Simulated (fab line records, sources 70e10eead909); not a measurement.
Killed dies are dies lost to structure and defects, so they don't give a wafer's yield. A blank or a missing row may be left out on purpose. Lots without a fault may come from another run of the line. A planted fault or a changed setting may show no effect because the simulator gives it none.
Chamber matching | flow nand_harc | NHARC_P_M1_DESCUM_14 on rie_diel-07: 4 sister chambers
The step chemistry O2, time 3 s. 7 wafers are shown with their chamber, then 7 later ones without.

WAFERS WITH THEIR CHAMBER
wafer  | chamber | showerhead_plenum_p_Torr (Torr) | drypump_motor_current_A (A)
L411.1 | 2       | 1.79                            | 5.7
L413.2 | 3       | 1.96                            | 6.1
L413.3 | 0       | 2.05                            | 6.1
L423.4 | 3       | 1.96                            | 6.2
L423.5 | 1       | 1.93                            | 6.4
L425.1 | 1       | 1.93                            | 6.4
L425.2 | 0       | 2.04                            | 6.1

WAFERS WITHOUT THEIR CHAMBER
wafer  | showerhead_plenum_p_Torr (Torr) | drypump_motor_current_A (A)
L425.6 | 2.04                            | 6.1
L426.1 | 2.04                            | 6.1
L426.5 | 1.93                            | 6.4
L426.6 | 2.04                            | 6.1
L430.1 | 1.95                            | 6.1
L430.4 | 2.04                            | 6.2
L430.6 | 2.04                            | 6.1

WHICH CHAMBER EACH WENT THROUGH
wafer  | from the rows above | in truth
L425.6 | 0                   | 0
L426.1 | 0                   | 0
L426.5 | 1                   | 1
L426.6 | 0                   | 0
L430.1 | 3                   | 3
L430.4 | 0                   | 0
L430.6 | 0                   | 0
Placed correctly: 7 of 7. Can't be placed from these rows: 0. Placed wrongly: 0.
How it was worked out, from the rows above alone: a wafer's distance from a chamber is the root of the sum, over the readings, of the square of ((its reading less the chamber's mean) divided by the reading's scatter). The wafer belongs to the nearest chamber; if the next one is less than 2 further off, it can't be placed. A chamber's mean is the mean of its shown wafers. The scatter: the root of (the sum of the squares of (reading less its chamber's mean) over the shown wafers, divided by (wafers less chambers)).
